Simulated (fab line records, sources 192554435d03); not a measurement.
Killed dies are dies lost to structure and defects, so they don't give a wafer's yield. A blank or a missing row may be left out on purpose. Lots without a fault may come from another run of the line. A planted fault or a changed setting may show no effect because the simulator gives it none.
fab line records | flow n5_finfet
record lots=24 wafers=72 last_day=17
route steps=1938 shown ZERO_LAYER@17 WELL_APT@55 PMOS_HMC_CHANNEL_EPI@66 FIN_SAQP@98
lots that met no fault: from a run of the same line without faults
start_h: hours from the record's first day to the start of the lot's first wafer shown | wait_h: hours since the lot's step before | " the same as in the row above | L1.1+2: a row that stands for several wafers | - no value, or no start given | * or withheld: withheld | < > ~ a bound
route shown NAME@n: a module of which the file shows steps, and the number in the route of the first | usual: mean/standard deviation of fault-free wafers | same: alike in all rows | chamber/n: place in a boat | sites: the reading at each site | _std_site: their standard deviation | _edge_site: outer sites' mean less inner sites' | radius_mm: how far each site lies from the wafer's centre | mask NAME#n: copy n | behind: the tool/chamber that last shaped the wafer | hold: why the lot was held/for how many hours/how that ended | device: the transistor (n, p or np) that didn't switch | end of line: the same wafers' tests at the end of the route | a step without rows: its recipe alone | killed: dies lost to structure and defects at the first sort, not the wafer's yield | map: a wafer's dies, x killed, . not, _ none there
set.NAME: the setting as run; set.NAME@STEP: as run at that earlier step | model.NAME: the simulator's own value behind a step, which no gauge read
steps of the route over a sample of lots; a table a step, a row a wafer
services: from which hour (start_h, from the record's first day; less than 0 if before it) a tool's chamber was out of use, for how many hours, and why
## steps
# step N5_ZERO_LAYER_STRIP_24
# recipe chemistry=O2 power_w=1000 temp_c=250 overash_fraction=0.3 pressure_mtorr=1000 o2_flow_sccm=6750
# usual drypump_motor_current_A=6.2/0.42 heater_power_w=338/30 oes_product_au=0.646/0.0043 strip_time_to_endpoint_s=43.83/0.1 temp_c=250.00/0.17
# columns lot.wafer tool chamber start_h wait_h drypump_motor_current_A heater_power_w oes_product_au rf_hours_counter_h strip_time_to_endpoint_s temp_c
L074.2 plasma_asher-02 1 12.89 0.1 5.5 384 0.655 29 43.90 249.85
L074.4 " 0 " " 6.6 348 0.646 - 43.83 249.99
L074.5 " 0 " " 6.6 353 0.644 - 43.81 249.97
L075.3 plasma_asher-02 0 18.97 0.1 6.5 353 0.639 - 44.07 250.17
L075.5 " 1 " " 5.5 370 0.651 - 44.09 250.04
L075.6 " 0 " " 6.6 346 0.647 - 43.96 249.95
L076.2 plasma_asher-02 0 25.22 0.1 6.6 347 0.646 32 44.00 250.29
L076.5 " 1 " " 5.5 372 0.648 - 43.93 250.16
L076.6 " 0 " " 6.6 350 0.646 - 43.99 250.40
L077.2 plasma_asher-02 0 31.02 0.1 6.6 357 0.644 33 43.76 250.00
L077.4 " 0 " " 6.6 349 0.649 - 43.71 249.63
L077.6 " 1 " " 5.5 366 0.641 - 43.77 250.15
L078.3 plasma_asher-01 0 37.03 0.1 6.3 342 0.642 - 43.78 249.79
L078.4 " 1 " " 6.4 298 0.648 - 43.72 249.82
L078.6 " 1 " " 6.3 282 0.641 - 43.71 249.89
L079.2 plasma_asher-01 1 43.04 0.1 6.3 293 0.645 79 43.89 250.07
L079.3 " 0 " " 6.3 336 0.653 - 43.88 250.04
L079.4 " 1 " " 6.4 285 0.650 - 43.90 250.19
L080.2 plasma_asher-02 0 49.05 0.1 6.6 354 0.645 37 43.79 249.87
L080.4 " 1 " " 5.4 359 0.649 - 43.80 250.21
L080.6 " 1 " " 5.5 374 0.645 - 43.97 250.12
L081.1 plasma_asher-01 1 54.91 0.1 6.4 287 0.641 80 43.81 250.00
L081.4 " 1 " " 6.4 283 0.654 - 43.81 249.72
L081.6 " 1 " " 6.3 292 0.651 - 43.79 249.95
L082.2 plasma_asher-02 0 61.03 0.1 6.6 352 0.638 39 43.91 249.99
L082.5 " 1 " " 5.4 372 0.650 - 43.76 249.99
L082.6 " 0 " " 6.5 349 0.644 - 43.99 249.92
L083.3 plasma_asher-01 0 67.22 0.1 6.3 333 0.639 - 43.87 250.60
L083.4 " 1 " " 6.4 289 0.645 - 43.90 250.19
L083.5 " 0 " " 6.3 333 0.643 - 43.89 250.34
L084.2 plasma_asher-01 0 73.02 0.1 6.3 342 0.644 84 43.67 250.14
L084.4 " 0 " " 6.3 346 0.651 - 43.68 249.99
L084.6 " 1 " " 6.4 298 0.647 - 43.72 249.93
L085.1 plasma_asher-02 1 79.21 0.1 5.5 381 0.654 43 43.94 250.15
L085.2 " 0 " " 6.5 351 0.643 43 43.86 250.32
L085.6 " 1 " " 5.4 371 0.647 - 43.91 250.14
L086.2 plasma_asher-01 1 85.02 0.1 6.4 285 0.644 87 43.88 250.00
L086.3 " 0 " " 6.3 342 0.646 - 43.84 249.85
L086.6 " 1 " " 6.4 291 0.655 - 43.81 250.12
L087.1 plasma_asher-01 1 90.94 0.1 6.3 290 0.650 88 43.70 249.94
L087.5 " 1 " " 6.4 295 0.645 - 43.68 249.82
L087.6 " 0 " " 6.3 350 0.651 - 43.76 250.07
L088.1 plasma_asher-02 1 97.16 0.1 5.5 368 0.654 47 43.68 250.10
L088.2 " 0 " " 6.5 355 0.651 47 43.84 250.20
L088.3 " 1 " " 5.5 365 0.641 - 43.75 250.15
L089.2 plasma_asher-01 1 103.37 0.1 6.3 292 0.653 90 43.84 249.93
L089.4 " 1 " " 6.3 293 0.646 - 43.74 250.19
L089.5 " 1 " " 6.4 295 0.637 - 43.83 249.95
L090.2 plasma_asher-02 0 109.02 0.1 6.5 341 0.649 49 43.75 250.02
L090.3 " 1 " " 5.5 363 0.640 - 43.83 249.90
L090.6 " 0 " " 6.6 346 0.642 - 43.78 249.99
L091.2 plasma_asher-01 0 115.59 0.1 6.3 338 0.648 92 43.69 250.33
L091.3 " 1 " " 6.3 286 0.649 - 43.74 250.21
L091.6 " 0 " " 6.3 339 0.648 - 43.76 250.14
L092.2 plasma_asher-02 0 120.89 0.1 6.6 354 0.643 52 43.99 249.74
L092.3 " 0 " " 6.6 356 0.648 - 44.01 249.94
L092.4 " 1 " " 5.5 376 0.653 - 44.12 249.84
L093.1 plasma_asher-02 0 127.04 0.1 6.5 359 0.650 53 43.95 249.72
L093.2 " 1 " " 5.5 362 0.647 53 43.91 250.02
L093.5 " 1 " " 5.5 368 0.643 - 43.94 249.92
L094.1 plasma_asher-01 0 132.89 0.1 6.3 337 0.645 97 43.76 250.09
L094.5 " 1 " " 6.3 292 0.648 - 43.85 250.09
L094.6 " 0 " " 6.3 345 0.640 - 43.74 250.16
L095.1 plasma_asher-01 0 139.67 0.1 6.3 341 0.652 98 43.86 250.05
L095.3 " 1 " " 6.4 295 0.646 - 43.87 249.94
L095.4 " 0 " " 6.3 334 0.647 - 43.97 249.66
L096.1 plasma_asher-02 0 144.89 0.1 6.5 346 0.646 56 43.84 249.92
L096.3 " 1 " " 5.5 365 0.642 - 43.75 249.88
L096.4 " 0 " " 6.5 356 0.639 - 43.77 250.11
L097.2 plasma_asher-01 1 150.99 0.2 6.4 289 0.642 99 43.70 249.89
L097.4 " 0 " " 6.3 336 0.648 - 43.66 250.14
L097.5 " 0 " " 6.3 344 0.649 - 43.73 249.90
# step N5_WELL_APT_EPI_41
# recipe material=Si target_thk_a=500 temp_c=650 precursor=SiH4/H2 pressure_torr=20 time_s=297.7
# usual susceptor_temp_C=650.03/0.29 throttle_valve_pct=11.2/0.42
# columns lot.wafer tool chamber start_h wait_h susceptor_temp_C throttle_valve_pct
L074.2 epi_rpcvd-02 0 16.14 0.1 650.48 11.3
L074.4 " 0 " " 649.90 11.3
L074.5 " 0 " " 649.68 11.4
L075.3 epi_rpcvd-03 0 22.31 0.2 649.92 12.3
L075.5 " 0 " " 650.20 11.5
L075.6 " 0 " " 649.45 11.8
L076.2 epi_rpcvd-01 0 28.85 0.2 649.86 10.9
L076.5 " 0 " " 649.84 10.7
L076.6 " 0 " " 650.15 10.7
L077.2 epi_rpcvd-02 0 34.38 0.1 650.23 11.1
L077.4 " 0 " " 649.85 11.3
L077.6 " 0 " " 650.03 11.4
L078.3 epi_rpcvd-02 0 40.62 0.2 650.12 11.4
L078.4 " 0 " " 650.10 11.4
L078.6 " 0 " " 649.69 11.3
L079.2 epi_rpcvd-02 0 46.66 0.1 650.56 11.5
L079.3 " 0 " " 650.31 11.3
L079.4 " 0 " " 650.05 11.0
L080.2 epi_rpcvd-03 0 52.15 0.1 649.67 11.9
L080.4 " 0 " " 649.83 11.9
L080.6 " 0 " " 650.05 11.9
L081.1 epi_rpcvd-01 0 57.98 0.0 649.64 10.9
L081.4 " 0 " " 649.89 10.7
L081.6 " 0 " " 649.90 10.8
L082.2 epi_rpcvd-02 0 64.26 0.1 650.05 11.2
L082.5 " 0 " " 650.03 11.2
L082.6 " 0 " " 649.89 11.2
L083.3 epi_rpcvd-01 0 70.59 0.3 649.95 10.7
L083.4 " 0 " " 649.82 10.9
L083.5 " 0 " " 649.85 10.7
L084.2 epi_rpcvd-02 0 76.81 0.1 649.86 11.2
L084.4 " 0 " " 649.65 11.2
L084.6 " 0 " " 649.49 11.5
L085.1 epi_rpcvd-01 0 82.97 0.0 650.36 10.7
L085.2 " 0 " " 650.72 10.6
L085.6 " 0 " " 650.56 10.9
L086.2 epi_rpcvd-01 0 88.29 0.2 649.93 11.2
L086.3 " 0 " " 649.74 11.0
L086.6 " 0 " " 649.98 10.6
L087.1 epi_rpcvd-02 0 94.15 0.0 649.76 11.4
L087.5 " 0 " " 649.78 11.4
L087.6 " 0 " " 649.93 11.0
L088.1 epi_rpcvd-03 0 101.88 0.0 649.80 12.0
L088.2 " 0 " " 649.42 11.9
L088.3 " 0 " " 649.89 11.9
L089.2 epi_rpcvd-02 0 108.60 0.1 650.18 11.5
L089.4 " 0 " " 649.82 11.4
L089.5 " 0 " " 650.35 11.2
L090.2 epi_rpcvd-03 0 112.57 0.1 649.54 12.0
L090.3 " 0 " " 649.52 11.5
L090.6 " 0 " " 649.74 12.0
L091.2 epi_rpcvd-01 0 118.84 0.1 650.04 10.9
L091.3 " 0 " " 649.99 11.0
L091.6 " 0 " " 650.13 10.8
L092.2 epi_rpcvd-01 0 124.23 0.2 650.46 10.4
L092.3 " 0 " " 650.20 10.8
L092.4 " 0 " " 649.94 10.6
L093.1 epi_rpcvd-02 0 130.50 0.0 649.73 11.2
L093.2 " 0 " " 649.86 11.1
L093.5 " 0 " " 649.85 11.2
L094.1 epi_rpcvd-03 0 135.94 0.0 650.14 11.7
L094.5 " 0 " " 649.70 11.8
L094.6 " 0 " " 650.05 11.7
L095.1 epi_rpcvd-02 0 142.91 0.0 650.46 11.3
L095.3 " 0 " " 650.13 11.4
L095.4 " 0 " " 650.74 11.2
L096.1 epi_rpcvd-01 0 147.98 0.0 650.45 10.7
L096.3 " 0 " " 650.53 11.1
L096.4 " 0 " " 650.77 10.7
L097.2 epi_rpcvd-02 0 154.21 0.1 650.24 11.3
L097.4 " 0 " " 650.22 11.1
L097.5 " 0 " " 650.43 11.2
# step N5_PMOS_HMC_CHANNEL_EPI_OVL_MEAS_10
# recipe points_per_wafer=44
# usual PMOS_HMC_BLK_OVL=0.2/0.71
# columns lot.wafer tool chamber start_h wait_h PMOS_HMC_BLK_OVL[nm]
L074.2 overlay-02 0 17.14 0.0 -0.5
L074.4 " 0 " " -0.8
L074.5 " 0 " " -0.1
L075.3 overlay-02 0 23.23 0.0 0.8
L075.5 " 0 " " 0.0
L075.6 " 0 " " 0.6
L076.2 overlay-02 0 30.25 0.0 0.5
L076.5 " 0 " " 0.7
L076.6 " 0 " " 0.8
L077.2 overlay-02 0 35.42 0.1 0.2
L077.4 " 0 " " 0.5
L077.6 " 0 " " 0.2
L078.3 overlay-02 0 41.41 0.0 0.6
L078.4 " 0 " " -0.6
L078.6 " 0 " " 0.5
L079.2 overlay-01 0 47.55 0.0 0.4
L079.3 " 0 " " -1.2
L079.4 " 0 " " -0.4
L080.2 overlay-01 0 53.17 0.0 -0.2
L080.4 " 0 " " 1.6
L080.6 " 0 " " 0.4
L081.1 overlay-01 0 59.17 0.0 -0.8
L081.4 " 0 " " 0.0
L081.6 " 0 " " 0.4
L082.2 overlay-01 0 65.27 0.0 -0.4
L082.5 " 0 " " 0.2
L082.6 " 0 " " -0.1
L083.3 overlay-01 0 71.55 0.0 0.0
L083.4 " 0 " " -0.9
L083.5 " 0 " " 0.7
L084.2 overlay-01 0 77.70 0.0 0.6
L084.4 " 0 " " -0.3
L084.6 " 0 " " 1.2
L085.1 overlay-01 0 84.28 0.0 -0.6
L085.2 " 0 " " -0.8
L085.6 " 0 " " 0.6
L086.2 overlay-02 0 89.48 0.0 0.4
L086.3 " 0 " " 0.5
L086.6 " 0 " " 0.3
L087.1 overlay-02 0 95.13 0.0 0.5
L087.5 " 0 " " 1.3
L087.6 " 0 " " 0.6
L088.1 overlay-01 0 103.19 0.0 0.3
L088.2 " 0 " " 2.1
L088.3 " 0 " " 0.1
L089.2 overlay-01 0 109.64 0.0 -0.4
L089.4 " 0 " " -1.3
L089.5 " 0 " " -0.6
L090.2 overlay-02 0 113.60 0.0 0.5
L090.3 " 0 " " -0.2
L090.6 " 0 " " 0.6
L091.2 overlay-02 0 119.85 0.0 0.9
L091.3 " 0 " " -0.3
L091.6 " 0 " " 0.9
L092.2 overlay-01 0 125.40 0.0 0.3
L092.3 " 0 " " 1.1
L092.4 " 0 " " 0.9
L093.1 overlay-01 0 131.61 0.0 0.2
L093.2 " 0 " " 0.8
L093.5 " 0 " " -0.1
L094.1 overlay-02 0 137.05 0.0 0.6
L094.5 " 0 " " -0.1
L094.6 " 0 " " 2.2
L095.1 overlay-01 0 144.23 0.0 0.2
L095.3 " 0 " " 0.5
L095.4 " 0 " " 0.6
L096.1 overlay-02 0 149.29 0.0 -0.2
L096.3 " 0 " " -0.4
L096.4 " 0 " " -0.1
L097.2 overlay-01 0 155.22 0.0 -0.7
L097.4 " 0 " " -0.5
L097.5 " 0 " " -0.7
# step N5_PMOS_HMC_CHANNEL_EPI_ETCH_38
# recipe chemistry=CF4 target=SiO2 target_depth_a=15 ion_energy_ev=350 pressure_mtorr=10 icp_w=800 bias_w=400 cf4_flow_sccm=80
# usual drypump_motor_current_A=5.9/0.44 oes_product_au=1.000/0.016 throttle_valve_pct=21.65/0.2
# columns lot.wafer tool chamber start_h wait_h drypump_motor_current_A oes_product_au rf_hours_counter_h throttle_valve_pct
L074.2 rie_si-06 0 17.65 0.0 5.5 1.007 168 21.63
L074.4 " 1 " " 5.7 1.007 24 21.59
L074.5 " 0 " " 5.6 1.006 - 21.61
L075.3 rie_si-02 1 24.07 0.0 6.0 1.009 33 21.34
L075.5 " 3 " " 6.4 1.022 - 21.92
L075.6 " 0 " " 5.8 1.012 - 21.45
L076.2 rie_si-02 3 30.75 0.0 6.5 1.030 80 21.92
L076.5 " 1 " " 6.0 1.009 - 21.36
L076.6 " 2 " " 5.6 0.987 - 21.69
L077.2 rie_si-01 1 35.95 0.0 5.5 0.975 91 21.75
L077.4 " 3 " " 6.3 0.988 1 21.80
L077.6 " 1 " " 5.5 0.974 - 21.77
L078.3 rie_si-01 3 41.90 0.0 6.3 0.980 1 21.81
L078.4 " 0 " " 5.4 1.010 134 21.32
L078.6 " 3 " " 6.3 0.994 - 21.83
L079.2 rie_si-02 1 48.06 0.0 6.0 1.005 33 21.36
L079.3 " 3 " " 6.5 1.025 81 21.90
L079.4 " 0 " " 5.8 1.001 107 21.45
L080.2 rie_si-01 2 54.08 0.0 6.6 0.976 134 21.74
L080.4 " 3 " " 6.3 0.995 1 21.81
L080.6 " 0 " " 5.3 1.002 - 21.32
L081.1 rie_si-06 1 59.66 0.0 5.7 1.025 24 21.59
L081.4 " 1 " " 5.7 1.012 - 21.58
L081.6 " 2 " " 6.3 1.008 - 21.93
L082.2 rie_si-02 0 66.22 0.0 5.8 1.004 107 21.44
L082.5 " 2 " " 5.6 0.985 - 21.70
L082.6 " 1 " " 5.9 1.007 - 21.35
L083.3 rie_si-06 0 72.30 0.0 5.5 1.018 168 21.59
L083.4 " 3 " " 5.1 0.986 - 21.77
L083.5 " 0 " " 5.6 1.011 - 21.61
L084.2 rie_si-01 2 78.19 0.0 6.6 0.991 134 21.78
L084.4 " 1 " " 5.5 0.981 92 21.75
L084.6 " 3 " " 6.3 0.993 - 21.82
L085.1 rie_si-01 2 84.77 0.0 6.5 0.987 134 21.76
L085.2 " 0 " " 5.4 1.008 135 21.33
L085.6 " 1 " " 5.5 0.976 - 21.77
L086.2 rie_si-01 1 90.17 0.0 5.5 0.977 92 21.75
L086.3 " 0 " " 5.4 1.009 135 21.32
L086.6 " 3 " " 6.3 0.998 - 21.82
L087.1 rie_si-02 1 95.62 0.0 6.0 0.996 34 21.35
L087.5 " 0 " " 5.8 0.994 - 21.45
L087.6 " 2 " " 5.7 0.981 - 21.70
L088.1 rie_si-02 2 103.68 0.0 5.6 0.989 163 21.71
L088.2 " 1 " " 6.0 0.985 34 21.34
L088.3 " 0 " " 5.8 1.008 108 21.46
L089.2 rie_si-01 0 110.35 0.0 5.3 1.011 136 21.32
L089.4 " 2 " " 6.6 0.993 135 21.76
L089.5 " 3 " " 6.3 0.999 - 21.83
L090.2 rie_si-02 3 114.09 0.0 6.4 1.032 82 21.90
L090.3 " 1 " " 6.0 1.006 35 21.36
L090.6 " 2 " " 5.6 0.990 - 21.70
L091.2 rie_si-01 2 120.34 0.0 6.5 1.005 135 21.77
L091.3 " 1 " " 5.5 0.991 93 21.76
L091.6 " 2 " " 6.6 0.998 - 21.76
L092.2 rie_si-06 1 125.90 0.0 5.7 1.017 25 21.60
L092.3 " 3 " " 5.1 0.989 122 21.77
L092.4 " 0 " " 5.6 1.016 170 21.61
L093.1 rie_si-06 3 132.10 0.0 5.1 0.976 122 21.75
L093.2 " 1 " " 5.7 1.019 25 21.59
L093.5 " 3 " " 5.1 0.981 - 21.77
L094.1 rie_si-02 3 137.54 0.0 6.4 1.036 82 21.91
L094.5 " 2 " " 5.6 0.982 - 21.69
L094.6 " 3 " " 6.4 1.028 - 21.91
L095.1 rie_si-02 1 144.73 0.0 5.9 1.001 35 21.36
L095.3 " 2 " " 5.7 0.977 163 21.68
L095.4 " 0 " " 5.8 0.992 108 21.43
L096.1 rie_si-06 1 149.94 0.0 5.7 1.025 25 21.59
L096.3 " 0 " " 5.6 1.028 170 21.61
L096.4 " 2 " " 6.3 1.005 167 21.94
L097.2 rie_si-02 3 155.71 0.0 6.4 1.029 83 21.92
L097.4 " 2 " " 5.6 0.978 164 21.68
L097.5 " 1 " " 6.0 1.007 - 21.35
# step N5_PMOS_HMC_CHANNEL_EPI_CMP_21
# recipe material=SiGe30 post_cmp_clean=alkaline_brush target_thk_nm=54
# usual motor_current_A=11.9/0.91
# columns lot.wafer tool chamber start_h wait_h motor_current_A
L074.2 cmp-04 2 19.29 0.1 14.3
L074.4 " 0 " " 11.0
L074.5 " 2 " " 13.9
L075.3 cmp-03 0 25.71 0.1 11.1
L075.6 " 1 " " 11.0
L075.5 " 2 " " 11.4
L076.2 cmp-03 2 32.32 0.1 11.1
L076.6 " 1 " " 11.1
L076.5 " 2 " " 10.7
L077.2 cmp-02 0 37.96 0.1 13.0
L077.4 " 1 " " 11.9
L077.6 " 2 " " 12.2
L078.3 cmp-03 1 43.48 0.1 11.1
L078.4 " 2 " " 11.0
L078.6 " 1 " " 11.0
L079.4 cmp-04 0 49.60 0.0 11.0
L079.3 " 2 " " 12.6
L079.2 " 3 " " 12.8
L080.4 cmp-02 1 55.60 0.0 11.5
L080.2 " 0 " " 12.9
L080.6 " 1 " " 11.6
L081.1 cmp-02 1 61.19 0.0 11.4
L081.4 " 2 " " 12.3
L081.6 " 2 " " 11.6
L082.2 cmp-04 0 67.82 0.1 11.0
L082.5 " 2 " " 13.5
L082.6 " 3 " " 12.6
L083.3 cmp-02 0 73.82 0.0 13.2
L083.4 " 1 " " 12.2
L083.5 " 1 " " 10.8
L084.2 cmp-04 2 80.12 0.0 13.2
L084.4 " 0 " " 10.8
L084.6 " 2 " " 13.2
L085.1 cmp-02 2 86.30 0.0 12.0
L085.2 " 0 " " 12.2
L085.6 " 2 " " 11.6
L086.3 cmp-04 2 92.71 0.1 14.0
L086.2 " 3 " " 11.8
L086.6 " 1 " " 11.4
L087.1 cmp-02 0 97.26 0.1 12.7
L087.6 " 1 " " 11.9
L087.5 " 2 " " 12.7
L088.2 cmp-03 2 105.21 0.0 11.6
L088.3 " 3 " " 11.4
L088.1 " 1 " " 10.9
L089.4 cmp-02 2 111.92 0.1 12.0
L089.2 " 3 " " 10.9
L089.5 " 2 " " 12.5
L090.3 cmp-03 1 115.62 0.0 11.3
L090.2 " 2 " " 11.2
L090.6 " 2 " " 11.1
L091.3 cmp-04 2 121.90 0.1 13.5
L091.2 " 3 " " 12.7
L091.6 " 2 " " 13.0
L092.2 cmp-02 1 127.44 0.0 11.6
L092.4 " 2 " " 12.2
L092.3 " 0 " " 12.9
L093.2 cmp-04 2 133.67 0.1 13.6
L093.1 " 0 " " 11.8
L093.5 " 1 " " 11.5
L094.1 cmp-04 0 139.11 0.1 10.6
L094.5 " 3 " " 12.0
L094.6 " 0 " " 11.8
L095.4 cmp-04 2 146.29 0.1 13.3
L095.1 " 3 " " 12.5
L095.3 " 0 " " 11.3
L096.4 cmp-04 0 151.47 0.0 10.7
L096.1 " 1 " " 12.1
L096.3 " 2 " " 13.8
L097.4 cmp-02 1 157.64 0.0 11.3
L097.2 " 0 " " 13.5
L097.5 " 1 " " 12.1
# step N5_FIN_SAQP_PECVD_47
# recipe material=a-Si target_thk_a=450 temp_c=400 precursor=SiH4/He pressure_torr=3 rf_w=100 time_s=36.3
# usual heater_power_w=849/95 showerhead_plenum_p_Torr=5.68/0.048 susceptor_temp_C=400.01/0.22 throttle_valve_pct=17.7/0.97
# columns lot.wafer tool chamber start_h wait_h heater_power_w showerhead_plenum_p_Torr susceptor_temp_C throttle_valve_pct
L074.2 pecvd-01 0 20.71 0.0 638 5.71 399.99 19.0
L074.4 " 2 " " 882 5.67 400.01 16.1
L074.5 " 0 " " 652 5.71 399.79 18.8
L075.3 pecvd-03 1 27.25 0.0 768 5.72 399.86 18.3
L075.5 " 2 " " 928 5.57 400.12 17.5
L075.6 " 1 " " 777 5.71 399.98 18.4
L076.2 pecvd-03 1 33.91 0.0 773 5.72 400.31 18.4
L076.5 " 2 " " 878 5.57 399.67 17.5
L076.6 " 1 " " 786 5.72 400.15 18.4
L077.2 pecvd-01 0 39.33 0.0 729 5.72 399.97 18.6
L077.4 " 1 " " 916 5.68 400.10 16.6
L077.6 " 2 " " 943 5.64 400.15 16.1
L078.3 pecvd-04 1 44.90 0.0 844 5.70 399.88 18.3
L078.4 " 1 " " 845 5.70 399.87 18.2
L078.6 " 2 " " 927 5.72 400.44 17.7
L079.2 pecvd-03 2 51.07 0.0 915 5.57 399.86 17.5
L079.3 " 0 " " 838 5.71 399.99 17.8
L079.4 " 0 " " 826 5.71 399.89 18.4
L080.2 pecvd-04 0 57.10 0.0 827 5.72 400.00 18.6
L080.4 " 0 " " 836 5.72 400.22 18.7
L080.6 " 0 " " 857 5.73 400.06 18.5
L081.1 pecvd-01 0 63.52 0.0 726 5.72 400.04 18.8
L081.4 " 2 " " 922 5.63 399.77 15.9
L081.6 " 0 " " 729 5.71 399.99 18.9
L082.2 pecvd-04 1 69.26 0.0 920 5.70 400.27 18.2
L082.5 " 1 " " 960 5.68 400.37 18.0
L082.6 " 0 " " 812 5.74 400.45 18.3
L083.3 pecvd-03 2 75.27 0.0 942 5.57 399.74 17.4
L083.4 " 1 " " 886 5.72 400.23 18.6
L083.5 " 2 " " 908 5.57 400.29 17.5
L084.2 pecvd-03 0 82.23 0.0 942 5.69 400.00 18.0
L084.4 " 1 " " 785 5.72 400.09 18.7
L084.6 " 0 " " 977 5.71 399.71 18.0
L085.1 pecvd-04 1 87.74 0.0 870 5.68 400.19 18.1
L085.2 " 0 " " 871 5.72 399.91 18.6
L085.6 " 0 " " 865 5.71 399.81 18.5
L086.2 pecvd-04 0 96.62 0.0 849 5.74 400.12 18.8
L086.3 " 1 " " 868 5.69 400.44 18.3
L086.6 " 2 " " 919 5.69 400.17 17.3
L087.1 pecvd-03 0 98.69 0.0 924 5.70 400.10 18.0
L087.5 " 0 " " 953 5.72 400.25 18.2
L087.6 " 1 " " 890 5.72 399.91 18.5
L088.1 pecvd-01 2 106.65 0.0 944 5.66 400.07 16.3
L088.2 " 1 " " 784 5.66 400.05 16.8
L088.3 " 0 " " 691 5.73 399.93 19.1
L089.2 pecvd-01 0 113.39 0.0 615 5.71 399.66 19.1
L089.4 " 0 " " 616 5.72 400.03 19.0
L089.5 " 1 " " 832 5.67 399.88 16.8
L090.2 pecvd-01 2 117.27 0.0 933 5.65 400.10 16.4
L090.3 " 1 " " 852 5.67 400.07 16.3
L090.6 " 0 " " 687 5.72 399.62 19.0
L091.2 pecvd-01 2 123.31 0.0 819 5.63 399.65 16.3
L091.3 " 2 " " 841 5.63 399.49 16.5
L091.6 " 2 " " 826 5.65 399.62 16.5
L092.2 pecvd-01 2 129.01 0.0 821 5.66 399.76 16.5
L092.3 " 1 " " 884 5.67 400.52 16.7
L092.4 " 1 " " 875 5.65 399.96 16.6
L093.1 pecvd-01 2 135.11 0.0 958 5.63 399.75 16.1
L093.2 " 1 " " 884 5.69 399.81 16.3
L093.5 " 1 " " 870 5.67 399.83 16.7
L094.1 pecvd-01 0 140.51 0.0 639 5.71 400.23 18.8
L094.5 " 0 " " 653 5.72 400.28 19.1
L094.6 " 2 " " 909 5.65 399.78 16.3
L095.1 pecvd-03 1 147.69 0.0 828 5.70 400.06 18.9
L095.3 " 0 " " 935 5.69 399.78 18.2
L095.4 " 0 " " 967 5.72 399.76 18.3
L096.1 pecvd-01 0 153.02 0.0 641 5.71 400.02 19.0
L096.3 " 1 " " 798 5.66 399.78 16.4
L096.4 " 2 " " 816 5.64 399.71 16.4
L097.2 pecvd-03 1 159.66 0.0 931 5.72 400.05 18.5
L097.4 " 2 " " 973 5.57 400.15 17.4
L097.5 " 0 " " 950 5.70 400.09 18.1
## services
# columns tool chamber start_h hours kind
cmp-03 - -8.58 1.7 repair
cmp-04 - -3.02 7.6 pm
epi_rpcvd-01 - 5.18 3.0 repair
plasma_asher-01 - 6.04 11.7 repair
cmp-03 - 8.52 0.9 repair
cmp-02 - 15.32 3.1 repair
pecvd-04 - 16.76 1.1 repair
rie_si-06 - 27.40 14.6 pm
pecvd-01 - 47.95 1.1 repair
cmp-02 - 48.64 4.0 pm
cmp-04 - 55.15 6.9 pm
rie_si-06 3 56.47 4.6 repair
rie_si-06 1 65.12 9.8 repair
cmp-03 - 79.69 0.6 repair
rie_si-06 1 90.46 8.0 repair
rie_si-02 3 93.22 6.7 repair
cmp-03 - 101.68 1.2 repair
rie_si-02 0 113.36 7.3 repair
cmp-04 - 116.29 4.0 pm
pecvd-01 1 122.09 4.4 repair
rie_si-06 - 137.06 0.6 repair
cmp-02 - 143.59 0.5 repair
cmp-02 - 146.49 5.1 repair
cmp-04 - 147.14 0.7 repair
## key
fault none
